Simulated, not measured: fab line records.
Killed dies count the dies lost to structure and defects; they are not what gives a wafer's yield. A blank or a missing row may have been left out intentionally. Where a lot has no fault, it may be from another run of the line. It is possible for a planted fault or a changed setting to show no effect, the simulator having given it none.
Lot-split experiment | flow n5_finfet | 7 lots, 21 wafers read, on a route of 1938 steps

== ABOUT THE SPLIT ==
At N5_BEOL_M0_SAQP_DESCUM_19 (chemistry O2, time 7.9 s), the setting time_s was moved away from the recipe's 7.9 s on 8 of the 21 wafers read, by -21.7% to +12.9%. For the rest of the wafers, this setting stayed at what the recipe calls for.

There is no step in the file separating the split from the reading.

== THE READING ==
CAR-ArF_of_BEOL_M0_SAQP_COAT_08.thk_nm (the simulator's own value, which no gauge read), in nm, at N5_BEOL_M0_SAQP_ETCH_83 (etches SiARC in CF4, target depth 39 nm, time 65 s). No usual value for it is given in the file. Here, 13 wafers ran the recipe; their average is 55.4 nm with a standard deviation of 0.3 nm.

wafer  | tool, chamber at the split | time_s as run, s | against the recipe | CAR-ArF_of_BEOL_M0_SAQP_COAT_08.thk_nm, nm | against lot-mates on the recipe
L077.1 | rie_diel-05, 1,0,2         | 7.9              | recipe             | 56                                         | -
L077.3 | rie_diel-05, 1,0,2         | 7.9              | recipe             | 55.8                                       | -
L077.4 | rie_diel-05, 1,0,2         | 7.9              | recipe             | 55.8                                       | -
L080.1 | rie_diel-06, 2,0           | 6.258            | -20.8%             | 56.2                                       | +0.8
L080.3 | rie_diel-06, 2,0           | 6.258            | -20.8%             | 56.4                                       | +1.0
L080.4 | rie_diel-06, 2             | 7.9              | recipe             | 55.4                                       | -
L082.1 | rie_diel-06, 1             | 6.361            | -19.5%             | 56.6                                       | +1.2
L082.4 | rie_diel-06, 2             | 7.9              | recipe             | 55.4                                       | -
L082.6 | rie_diel-06, 2             | 6.361            | -19.5%             | 56.8                                       | +1.4
L086.2 | rie_diel-06, 0             | 8.922            | +12.9%             | 54.8                                       | -1.0
L086.4 | rie_diel-06, 3             | 8.922            | +12.9%             | 55.2                                       | -0.6
L086.6 | rie_diel-06, 3             | 7.9              | recipe             | 55.8                                       | -
L091.1 | rie_diel-03, 1             | 7.9              | recipe             | 55.4                                       | -
L091.2 | rie_diel-03, 0,2           | 7.9              | recipe             | 55.2                                       | -
L091.3 | rie_diel-03, 0,2           | 7.9              | recipe             | 55.2                                       | -
L094.3 | rie_diel-05, 2             | 6.185            | -21.7%             | 56.4                                       | +1.0
L094.5 | rie_diel-05, 3             | 6.185            | -21.7%             | 56.4                                       | +1.0
L094.6 | rie_diel-05, 0             | 7.9              | recipe             | 55.4                                       | -
L095.2 | rie_diel-05, 0,1,0         | 7.9              | recipe             | 55                                         | -
L095.3 | rie_diel-05, 0,1,0         | 7.9              | recipe             | 55.2                                       | -
L095.6 | rie_diel-05, 0,1,0         | 7.9              | recipe             | 55.2                                       | -
When a row names more than one chamber, that row covers several wafers, and the file does not tell which wafer ran in which chamber.

FIT RESULTS
A straight line over all 21 wafers: CAR-ArF_of_BEOL_M0_SAQP_COAT_08.thk_nm changes by -0.0462 nm for each +1% of time_s; r = -0.88; the points scatter about the line by 0.29 nm.
The same after taking each lot's own level away (the mean of its wafers on the recipe; 21 wafers): -0.0531 nm for each +1%; r = -0.97; scatter 0.16 nm.
On that fit, the largest move of time_s shifts the reading by 1.2 nm.
The lots' own levels span 55.13 to 55.87 nm, that is 2.5 times the standard deviation above.
So the slope is not independent of the lot-to-lot level: the two fits are not the same.
Check: with one of the wafers moved furthest among these (-21.7%) left out of the fit, the line predicts +1.16 nm for it against its lot-mates. Against them it came out at +1 nm.

== ADDITIONAL SPLITS CARRIED BY THESE WAFERS ==
Before the reading, these wafers also passed through other splits. Each is held against what the fit with the lots' levels taken away leaves over:
other split on the same wafers               | wafers away from the commonest value | r with CAR-ArF_of_BEOL_M0_SAQP_COAT_08.thk_nm (lot level and that fit taken away)
N5_HKMG_FIN_COAT_06 spin_rpm                 | 7                                    | -0.24
N5_GATE_CUT_ALD_22 ald_cycles                | 6                                    | +0.23
N5_MOL_CONTACT_COAG_CONTACT_ETCH_14 source_w | 8                                    | +0.36

== THE WHOLE CHAIN: every reading that the file lists as answering this split, in the file's order ==
step                      | what it does                                       | reading                                                                                 | change (the file's fit)                | r (the file's)
N5_BEOL_M0_SAQP_DESCUM_19 | chemistry O2, time 7.9 s                           | CAR-ArF_of_BEOL_M0_SAQP_COAT_08.thk_nm (the simulator's own value, which no gauge read) | -0.0541 nm for each +1% of the setting | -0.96
N5_BEOL_M0_SAQP_ETCH_83   | etches SiARC in CF4, target depth 39 nm, time 65 s | CAR-ArF_of_BEOL_M0_SAQP_COAT_08.thk_nm (the simulator's own value, which no gauge read) | -0.0525 nm for each +1% of the setting | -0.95

== THE FILE'S OWN FIT ==
CAR-ArF_of_BEOL_M0_SAQP_COAT_08.thk_nm changes by -0.0525 nm for each +1% of time_s, r = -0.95.
